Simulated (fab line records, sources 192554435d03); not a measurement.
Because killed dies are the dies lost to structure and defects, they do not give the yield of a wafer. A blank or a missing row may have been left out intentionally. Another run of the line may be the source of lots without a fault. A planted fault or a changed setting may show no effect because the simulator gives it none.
fab line records	flow n5Finfet	part 1 of 2: steps 1 to 4 of 6
record: lots: 24	wafers: 72	lastDay: 18
route steps=1938 shown BEOL_M10@1491 BEOL_M11@1551
lots that met no fault: from a run of the same line without faults
startH: hours from the record's first day to the start of the lot's first wafer shown	waitH: time in hours since the lot's previous step	" unchanged from the row above	L1.1+2: a single row standing in for several wafers	- no value, or no start given	* or withheld: withheld	< > ~ a bound
route shown NAME@n: names a module that has steps shown in the file, with the first one's number in the route	usual: mean/standard deviation of fault-free wafers	same: alike in all rows	chamber/n: place in a boat	sites: per-site readings	_std_site: how widely they spread, as a standard deviation	_edge_site: the outer-site mean with the inner-site mean subtracted	radiusMm: how far each site lies from the wafer's centre	mask NAME#n: copy n	behind: the last tool/chamber to shape the wafer	hold: reason for holding the lot/hours on hold/outcome of the hold	device: the n, p or np transistor that did not switch	end of line: tests run on the same wafers once the route is complete	step lacking rows: just its recipe	killed: dies lost to structure and defects at the first sort, not the wafer's yield	map: per-die view of a wafer (x killed, . not killed, _ where there is no die)
set.NAME: the setting the step ran with; set.NAME@STEP: the setting that earlier step ran with	model.NAME: the simulator's own value behind a step, which no gauge read
the route's steps for a sample of lots (tables are steps, rows are wafers)
services: the hour from which a tool's chamber was out of use, counted from the record's first day as startH (under 0 if before that day), plus the number of hours and why
== steps ==
step: N5_BEOL_M10_HM_OPEN_17
recipe: chemistry: Cl2/BCl3	targetDepthA: 200	overetchA: 60	target: TiN	maskMaterial: SOC	ionEnergyEv: 150	pressureMtorr: 10	icpW: 1000	biasW: 126	Cl2_flow_sccm: 53.25	bcl3FlowSccm: 21.75	Ar_flow_sccm: 25
usual: bcl3FlowSccm: 21.75/0.063	drypumpMotorCurrentA: 5.63/0.26	oesProductAu: 0.73/0.071	throttleValvePct: 22.34/0.22
lot.wafer	tool	chamber	startH	waitH	bcl3FlowSccm	drypumpMotorCurrentA	oesProductAu	rfHoursCounterH	throttleValvePct
L074.3	rieMetal-01	0	220.40	0.1	21.76	5.39	0.73	-	22.44
L074.4	"	1	"	"	21.87	5.85	0.79	-	22.76
L074.6	"	1	"	"	21.81	5.84	0.79	-	22.77
L075.1	rieMetal-03	0	229.18	0.0	21.78	6.01	0.53	123	22.59
L075.2	"	1	"	"	21.82	5.48	0.63	49	22.30
L075.4	"	0	"	"	21.74	6.02	0.52	-	22.60
L077.2	rieMetal-01	1	237.47	0.0	21.65	5.84	0.79	8	22.77
L077.5	"	0	"	"	21.81	5.39	0.72	-	22.46
L077.6	"	1	"	"	21.72	5.83	0.79	-	22.77
L076.2	rieMetal-02	0	256.39	0.0	21.71	5.29	0.80	2	22.01
L076.3	"	1	"	"	21.81	5.81	0.76	-	22.32
L076.4	"	0	"	"	21.74	5.30	0.81	-	21.99
L079.3	rieMetal-02	0	256.56	0.1	21.78	5.29	0.81	-	22.01
L079.4	"	1	"	"	21.79	5.79	0.75	-	22.30
L079.6	"	1	"	"	21.76	5.79	0.75	-	22.31
L081.2	rieMetal-03	1	256.68	0.1	21.74	5.47	0.63	-	22.32
L081.3	"	1	"	"	21.71	5.45	0.63	-	22.33
L081.5	"	1	"	"	21.83	5.46	0.63	-	22.33
L080.1	rieMetal-01	0	260.11	0.0	21.77	5.38	0.72	18	22.46
L080.3	"	1	"	"	21.78	5.82	0.78	-	22.76
L080.4	"	0	"	"	21.77	5.39	0.73	-	22.46
L082.3	rieMetal-02	0	279.26	0.1	21.71	5.28	0.79	-	21.98
L082.4	"	1	"	"	21.74	5.79	0.76	-	22.28
L082.6	"	0	"	"	21.79	5.29	0.79	-	22.01
L078.1	rieMetal-03	0	282.81	0.0	21.93	6.00	0.83	1	22.29
L078.4	"	1	"	"	21.83	5.49	0.62	-	22.32
L078.5	"	0	"	"	21.83	5.97	0.84	-	22.29
L083.4	rieMetal-03	1	287.67	0.1	21.84	5.48	0.61	-	22.33
L083.5	"	0	"	"	21.74	5.99	0.82	-	22.29
L083.6	"	1	"	"	21.75	5.51	0.61	-	22.33
L084.2	rieMetal-03	1	290.87	0.0	21.70	5.47	0.62	55	22.30
L084.4	"	0	"	"	21.79	6.00	0.84	-	22.30
L084.6	"	1	"	"	21.76	5.48	0.62	-	22.32
L085.1	rieMetal-01	1	306.17	0.0	21.78	5.82	0.76	14	22.81
L085.2	"	0	"	"	21.79	5.40	0.70	23	22.49
L085.6	"	0	"	"	21.70	5.39	0.69	-	22.48
L086.2	rieMetal-02	0	308.62	0.0	21.85	5.27	0.77	7	22.00
L086.5	"	1	"	"	21.77	5.79	0.74	-	22.33
L086.6	"	0	"	"	21.81	5.27	0.77	-	22.02
L088.1	rieMetal-02	0	318.18	0.0	21.86	5.28	0.75	8	22.04
L088.2	"	1	"	"	21.69	5.80	0.72	17	22.33
L088.3	"	0	"	"	21.85	5.30	0.76	-	22.01
L087.2	rieMetal-02	0	326.73	0.0	21.78	5.27	0.76	8	22.03
L087.3	"	0	"	"	21.81	5.28	0.76	-	22.04
L087.6	"	0	"	"	21.82	5.28	0.76	-	22.03
L090.1	rieMetal-02	0	337.66	0.0	21.84	5.27	0.74	10	22.03
L090.3	"	1	"	"	21.67	5.78	0.73	-	22.33
L090.5	"	1	"	"	21.72	5.78	0.72	-	22.34
L089.2	rieMetal-03	1	344.72	0.0	21.61	5.49	0.62	59	22.32
L089.4	"	0	"	"	21.83	5.98	0.81	-	22.31
L089.6	"	0	"	"	21.81	5.99	0.80	-	22.29
L091.1	rieMetal-03	1	347.85	0.0	21.70	5.50	0.61	59	22.35
L091.2	"	0	"	"	21.72	6.02	0.81	6	22.27
L091.4	"	0	"	"	21.66	6.00	0.81	-	22.28
L092.1	rieMetal-02	1	360.31	0.0	21.88	5.78	0.71	21	22.35
L092.3	"	1	"	"	21.87	5.78	0.71	-	22.32
L092.4	"	0	"	"	21.76	5.29	0.73	-	22.04
L093.1	rieMetal-03	1	362.59	0.0	21.70	5.44	0.60	61	22.34
L093.5	"	1	"	"	21.66	5.42	0.61	-	22.35
L093.6	"	0	"	"	21.69	5.97	0.79	-	22.29
L095.1	rieMetal-01	0	362.84	0.0	21.76	5.40	0.69	27	22.51
L095.2	"	1	"	"	21.75	5.87	0.73	19	22.81
L095.4	"	1	"	"	21.66	5.76	0.74	-	22.80
L094.2	rieMetal-01	0	363.58	0.0	21.81	5.38	0.68	27	22.51
L094.3	"	0	"	"	21.75	5.39	0.68	-	22.51
L094.5	"	1	"	"	21.74	5.86	0.73	-	22.81
L097.2	rieMetal-03	0	370.99	0.1	21.81	5.97	0.79	-	22.29
L097.4	"	0	"	"	21.68	5.96	0.80	-	22.27
L097.5	"	0	"	"	21.72	5.97	0.80	-	22.27
L096.4	rieMetal-02	1	371.40	0.1	21.85	5.83	0.71	-	22.33
L096.5	"	0	"	"	21.72	5.29	0.74	-	22.04
L096.6	"	1	"	"	21.80	5.83	0.71	-	22.33
step: N5_BEOL_M10_ETCH_66
recipe: chemistry: N2/H2	target: SOC	targetDepthA: 1200	overetchA: 240	maskMaterial: SiARC	tempC: 40	timeS: 180	ionEnergyEv: 200	pressureMtorr: 30	sourceW: 840	biasW: 150	n2FlowSccm: 200	h2FlowSccm: 200
usual: drypumpMotorCurrentA: 5.8/0.43	oesProductAu: 0.67/0.066	rfVppV: 524.5/2.1	showerheadPlenumPTorr: 2.57/0.07	throttleValvePct: 17.68/0.23
lot.wafer	tool	chamber	startH	waitH	drypumpMotorCurrentA	oesProductAu	rfHoursCounterH	rfVppV	showerheadPlenumPTorr	throttleValvePct
L074.3	rieDiel-06	1	223.92	0.0	6.5	0.75	17	524.6	2.58	17.33
L074.4	"	3	"	"	5.7	0.69	38	525.1	2.60	17.52
L074.6	"	0	"	"	5.4	0.55	-	520.4	2.39	17.81
L075.1	rieDiel-04	2	232.08	0.0	5.9	0.65	125	527.1	2.65	17.77
L075.2	"	0	"	"	5.3	0.75	8	524.3	2.59	17.57
L075.4	"	3	"	"	5.4	0.56	-	522.3	2.49	18.01
L077.2	rieDiel-04	3	238.92	0.0	5.4	0.56	252	523.1	2.49	18.01
L077.5	"	3	"	"	5.3	0.56	-	521.8	2.49	18.01
L077.6	"	2	"	"	5.9	0.63	-	526.5	2.65	17.77
L076.2	rieDiel-04	2	258.68	0.0	5.9	0.63	138	527.0	2.64	17.78
L076.3	"	0	"	"	5.3	0.72	20	523.7	2.58	17.60
L076.4	"	0	"	"	5.3	0.74	-	525.1	2.58	17.60
L081.2	rieDiel-04	0	259.15	0.0	5.3	0.73	20	525.0	2.58	17.61
L081.3	"	2	"	"	5.8	0.63	138	526.8	2.64	17.79
L081.5	"	1	"	"	5.4	0.79	-	524.0	2.62	17.84
L079.3	rieDiel-06	0	259.63	0.0	5.4	0.54	236	519.6	2.39	17.84
L079.4	"	3	"	"	5.7	0.68	48	524.8	2.59	17.52
L079.6	"	0	"	"	5.3	0.54	-	518.7	2.39	17.84
L080.1	rieDiel-06	2	262.41	0.0	6.4	0.72	42	525.7	2.57	17.44
L080.3	"	3	"	"	5.7	0.67	50	525.1	2.59	17.53
L080.4	"	1	"	"	6.5	0.74	28	526.4	2.58	17.35
L082.3	rieDiel-06	1	279.91	0.0	6.5	0.72	33	525.1	2.58	17.35
L082.4	"	3	"	"	5.7	0.68	56	523.6	2.59	17.54
L082.6	"	1	"	"	6.5	0.72	-	525.4	2.58	17.34
L078.1	rieDiel-05	1	283.91	0.0	6.1	0.67	72	525.6	2.57	17.48
L078.4	"	0	"	"	5.4	0.68	-	522.6	2.50	17.90
L078.5	"	2	"	"	5.7	0.59	-	527.7	2.66	18.06
L083.4	rieDiel-05	2	289.20	0.1	5.7	0.60	-	525.5	2.66	18.06
L083.5	"	1	"	"	6.1	0.66	-	524.5	2.57	17.48
L083.6	"	0	"	"	5.4	0.68	-	522.1	2.50	17.92
L084.2	rieDiel-06	0	294.48	0.0	5.4	0.53	248	520.5	2.38	17.86
L084.4	"	2	"	"	6.3	0.71	52	524.7	2.57	17.46
L084.6	"	0	"	"	5.4	0.54	-	520.7	2.38	17.86
L085.1	rieDiel-06	1	307.05	0.0	6.5	0.71	43	526.3	2.57	17.36
L085.2	"	3	"	"	5.7	0.66	66	525.3	2.59	17.57
L085.6	"	2	"	"	6.4	0.71	-	524.4	2.56	17.47
L086.2	rieDiel-04	3	312.39	0.0	5.3	0.74	13	521.6	2.48	17.66
L086.5	"	0	"	"	5.3	0.69	-	526.2	2.57	17.63
L086.6	"	3	"	"	5.3	0.74	-	523.5	2.48	17.66
L088.1	rieDiel-05	0	320.46	0.0	5.4	0.66	66	521.2	2.49	17.94
L088.2	"	1	"	"	6.1	0.65	88	524.8	2.57	17.51
L088.3	"	2	"	"	5.7	0.59	177	526.7	2.66	18.10
L087.2	rieDiel-05	1	331.10	0.0	6.1	0.65	91	522.8	2.57	17.53
L087.3	"	2	"	"	5.6	0.58	181	528.0	2.66	18.08
L087.6	"	2	"	"	5.7	0.58	-	526.5	2.66	18.09
L090.1	rieDiel-05	3	340.54	0.0	6.1	0.77	10	523.3	2.51	17.79
L090.3	"	1	"	"	6.1	0.65	95	523.9	2.56	17.51
L090.5	"	1	"	"	6.1	0.65	-	524.9	2.56	17.50
L089.2	rieDiel-06	0	346.23	0.0	5.4	0.77	10	528.8	2.69	17.47
L089.4	"	2	"	"	6.4	0.70	69	524.7	2.56	17.51
L089.6	"	2	"	"	6.4	0.69	-	524.7	2.56	17.49
L091.1	rieDiel-05	1	349.30	0.0	6.1	0.65	99	524.9	2.56	17.52
L091.2	"	2	"	"	5.7	0.58	188	526.2	2.65	18.11
L091.4	"	0	"	"	5.4	0.66	76	523.7	2.49	17.98
L092.1	rieDiel-06	3	361.08	0.0	5.7	0.64	81	525.3	2.58	17.58
L092.3	"	2	"	"	6.4	0.68	73	523.9	2.56	17.51
L092.4	"	1	"	"	6.5	0.69	60	524.4	2.57	17.39
L093.1	rieDiel-05	3	364.44	0.0	6.1	0.77	18	521.5	2.51	17.81
L093.5	"	1	"	"	6.1	0.64	-	524.0	2.56	17.53
L093.6	"	0	"	"	5.4	0.66	-	520.8	2.49	17.97
L095.1	rieDiel-06	0	364.73	0.0	5.3	0.77	14	528.4	2.69	17.48
L095.2	"	3	"	"	5.7	0.65	83	525.5	2.58	17.58
L095.4	"	2	"	"	6.4	0.69	74	524.5	2.56	17.50
L094.2	rieDiel-05	1	365.01	0.0	6.1	0.64	104	524.0	2.56	17.54
L094.3	"	2	"	"	5.7	0.58	193	527.2	2.65	18.11
L094.5	"	0	"	"	5.3	0.66	-	521.7	2.49	17.97
L096.4	rieDiel-06	2	374.81	0.0	6.4	0.69	77	525.2	2.56	17.51
L096.5	"	0	"	"	5.3	0.76	-	528.0	2.69	17.49
L096.6	"	3	"	"	5.7	0.64	-	523.4	2.58	17.59
L097.2	rieDiel-05	2	375.54	0.0	5.7	0.57	197	527.8	2.65	18.11
L097.4	"	0	"	"	5.4	0.66	85	523.2	2.48	17.98
L097.5	"	2	"	"	5.7	0.58	-	526.4	2.65	18.11
step: N5_BEOL_M10_VIA_ETCH_34
recipe: chemistry: C4F6/O2	target: SiCOH_lowk	targetDepthA: 1845	maskMaterial: SOC	taperDeg: 4	timeS: 69.2	ionEnergyEv: 250	pressureMtorr: 30	sourceW: 345	biasW: 185	Ar_flow_sccm: 300	C4F6_flow_sccm: 10	O2_flow_sccm: 10
usual: drypumpMotorCurrentA: 5.8/0.43	oesProductAu: 0.84/0.086	rfVppV: 674/23	showerheadPlenumPTorr: 2.87/0.074	throttleValvePct: 20.78/0.2
lot.wafer	tool	chamber	startH	waitH	drypumpMotorCurrentA	oesProductAu	rfHoursCounterH	rfVppV	showerheadPlenumPTorr	throttleValvePct
L074.3	rieDiel-06	1	224.04	0.0	6.5	0.96	17	691	2.92	20.59
L074.4	"	3	"	"	5.7	0.87	38	651	2.88	20.52
L074.6	"	0	"	"	5.3	0.67	-	640	2.75	21.25
L075.1	rieDiel-04	2	232.20	0.0	5.8	0.80	125	694	2.97	20.98
L075.2	"	0	"	"	5.3	0.94	8	696	2.93	20.90
L075.4	"	3	"	"	5.4	0.70	-	608	2.80	21.15
L077.2	rieDiel-04	3	239.04	0.0	5.3	0.70	252	608	2.79	21.15
L077.5	"	3	"	"	5.3	0.70	-	607	2.79	21.16
L077.6	"	2	"	"	5.9	0.80	-	693	2.97	20.96
L076.2	rieDiel-04	2	258.81	0.0	5.9	0.79	138	694	2.96	20.99
L076.3	"	0	"	"	5.3	0.90	20	693	2.92	20.92
L076.4	"	0	"	"	5.3	0.91	-	695	2.92	20.91
L081.2	rieDiel-04	0	259.27	0.0	5.3	0.90	21	695	2.92	20.92
L081.3	"	2	"	"	5.8	0.78	138	693	2.96	20.97
L081.5	"	1	"	"	5.4	0.97	-	657	2.88	20.54
L079.3	rieDiel-06	0	259.76	0.0	5.4	0.66	236	638	2.74	21.28
L079.4	"	3	"	"	5.7	0.85	48	652	2.87	20.54
L079.6	"	0	"	"	5.4	0.66	-	639	2.74	21.26
L080.1	rieDiel-06	2	262.54	0.0	6.4	0.90	42	703	2.87	20.57
L080.3	"	3	"	"	5.7	0.84	50	650	2.87	20.53
L080.4	"	1	"	"	6.5	0.92	28	691	2.91	20.59
L082.3	rieDiel-06	1	280.03	0.0	6.5	0.91	34	692	2.91	20.60
L082.4	"	3	"	"	5.7	0.83	56	652	2.87	20.54
L082.6	"	1	"	"	6.5	0.91	-	692	2.91	20.61
L078.1	rieDiel-05	1	284.03	0.0	6.1	0.83	72	665	2.89	20.63
L078.4	"	0	"	"	5.4	0.84	-	679	2.78	20.85
L078.5	"	2	"	"	5.7	0.74	-	689	2.93	20.85
L083.4	rieDiel-05	2	289.30	0.0	5.7	0.74	-	690	2.93	20.85
L083.5	"	1	"	"	6.2	0.83	-	666	2.88	20.62
L083.6	"	0	"	"	5.4	0.84	-	679	2.78	20.88
L084.2	rieDiel-06	0	294.60	0.0	5.3	0.66	248	640	2.74	21.30
L084.4	"	2	"	"	6.4	0.88	52	703	2.86	20.58
L084.6	"	0	"	"	5.3	0.66	-	639	2.74	21.32
L085.1	rieDiel-06	1	307.18	0.0	6.5	0.89	43	692	2.90	20.63
L085.2	"	3	"	"	5.7	0.82	66	651	2.87	20.55
L085.6	"	2	"	"	6.4	0.87	-	702	2.86	20.56
L086.2	rieDiel-04	3	312.51	0.0	5.3	0.92	13	609	2.79	20.85
L086.5	"	0	"	"	5.3	0.88	-	694	2.91	20.93
L086.6	"	3	"	"	5.3	0.92	-	609	2.79	20.87
L088.1	rieDiel-05	0	320.59	0.0	5.3	0.82	66	680	2.77	20.89
L088.2	"	1	"	"	6.1	0.82	88	665	2.88	20.64
L088.3	"	2	"	"	5.7	0.73	177	688	2.93	20.85
L087.2	rieDiel-05	1	331.22	0.0	6.1	0.80	91	665	2.88	20.66
L087.3	"	2	"	"	5.7	0.73	181	686	2.93	20.88
L087.6	"	2	"	"	5.7	0.73	-	688	2.93	20.86
L090.1	rieDiel-05	3	340.66	0.0	6.1	0.99	10	668	2.79	20.70
L090.3	"	1	"	"	6.1	0.80	95	663	2.88	20.66
L090.5	"	1	"	"	6.1	0.80	-	665	2.87	20.66
L089.2	rieDiel-06	0	346.35	0.0	5.4	0.97	10	649	3.08	20.99
L089.4	"	2	"	"	6.4	0.86	69	702	2.86	20.61
L089.6	"	2	"	"	6.4	0.86	-	702	2.86	20.62
L091.1	rieDiel-05	1	349.42	0.0	6.1	0.80	99	665	2.87	20.66
L091.2	"	2	"	"	5.7	0.72	188	687	2.92	20.88
L091.4	"	0	"	"	5.4	0.81	76	679	2.77	20.89
L092.1	rieDiel-06	3	361.20	0.0	5.7	0.81	81	651	2.86	20.57
L092.3	"	2	"	"	6.4	0.86	73	703	2.85	20.60
L092.4	"	1	"	"	6.5	0.87	60	692	2.90	20.64
L093.1	rieDiel-05	3	364.57	0.0	6.2	0.96	18	665	2.78	20.72
L093.5	"	1	"	"	6.1	0.80	-	664	2.87	20.66
L093.6	"	0	"	"	5.3	0.79	-	679	2.77	20.92
L095.1	rieDiel-06	0	364.85	0.0	5.4	0.95	14	649	3.08	21.01
L095.2	"	3	"	"	5.7	0.79	83	650	2.86	20.58
L095.4	"	2	"	"	6.4	0.84	74	703	2.85	20.62
L094.2	rieDiel-05	1	365.13	0.0	6.1	0.80	104	664	2.87	20.68
L094.3	"	2	"	"	5.7	0.72	193	688	2.92	20.90
L094.5	"	0	"	"	5.3	0.80	-	678	2.77	20.91
L096.4	rieDiel-06	2	374.93	0.0	6.4	0.86	77	703	2.85	20.63
L096.5	"	0	"	"	5.3	0.95	-	649	3.07	20.99
L096.6	"	3	"	"	5.7	0.80	-	649	2.86	20.60
L097.2	rieDiel-05	2	375.66	0.0	5.7	0.71	197	689	2.92	20.87
L097.4	"	0	"	"	5.4	0.80	85	679	2.77	20.92
L097.5	"	2	"	"	5.7	0.71	-	688	2.92	20.88
step: N5_BEOL_M10_OCD_MEAS_38
usual: trenchDepthNm: 150/3.1
lot.wafer	tool	chamber	startH	waitH	trenchDepthNm
L074.3	ocd-01	-	224.33	-	156
L074.4	"	-	"	"	150
L074.6	"	-	"	"	146
L075.1	ocd-01	-	232.49	-	150
L075.2	"	-	"	"	152
L075.4	"	-	"	"	149
L077.2	ocd-01	-	239.33	-	152
L077.5	"	-	"	"	151
L077.6	"	-	"	"	151
L076.2	ocd-02	-	259.09	-	152
L076.3	"	-	"	"	151
L076.4	"	-	"	"	151
L081.2	ocd-01	-	259.56	-	152
L081.3	"	-	"	"	152
L081.5	"	-	"	"	151
L079.3	ocd-02	-	260.04	-	145
L079.4	"	-	"	"	152
L079.6	"	-	"	"	145
L080.1	ocd-01	-	262.82	-	149
L080.3	"	-	"	"	151
L080.4	"	-	"	"	154
L082.3	ocd-01	-	280.32	-	151
L082.4	"	-	"	"	150
L082.6	"	-	"	"	153
L078.1	ocd-01	-	284.31	-	151
L078.4	"	-	"	"	143
L078.5	"	-	"	"	148
L083.4	ocd-02	-	289.56	-	149
L083.5	"	-	"	"	151
L083.6	"	-	"	"	144
L084.2	ocd-01	-	294.89	-	143
L084.4	"	-	"	"	148
L084.6	"	-	"	"	144
L085.1	ocd-02	-	307.46	-	154
L085.2	"	-	"	"	150
L085.6	"	-	"	"	150
L086.2	ocd-01	-	312.80	-	153
L086.5	"	-	"	"	153
L086.6	"	-	"	"	153
L088.1	ocd-01	-	320.87	-	145
L088.2	"	-	"	"	152
L088.3	"	-	"	"	152
L087.2	ocd-02	-	331.51	-	150
L087.3	"	-	"	"	151
L087.6	"	-	"	"	150
L090.1	ocd-01	-	340.95	-	155
L090.3	"	-	"	"	150
L090.5	"	-	"	"	149
L089.2	ocd-02	-	346.64	-	152
L089.4	"	-	"	"	150
L089.6	"	-	"	"	151
L091.1	ocd-01	-	349.71	-	149
L091.2	"	-	"	"	152
L091.4	"	-	"	"	143
L092.1	ocd-02	-	361.49	-	149
L092.3	"	-	"	"	150
L092.4	"	-	"	"	152
L093.1	ocd-02	-	364.85	-	153
L093.5	"	-	"	"	150
L093.6	"	-	"	"	143
L095.1	ocd-01	-	365.14	-	150
L095.2	"	-	"	"	150
L095.4	"	-	"	"	152
L094.2	ocd-01	-	365.42	-	149
L094.3	"	-	"	"	152
L094.5	"	-	"	"	143
L096.4	ocd-02	-	375.22	-	148
L096.5	"	-	"	"	149
L096.6	"	-	"	"	149
L097.2	ocd-02	-	375.95	-	150
L097.4	"	-	"	"	143
L097.5	"	-	"	"	149
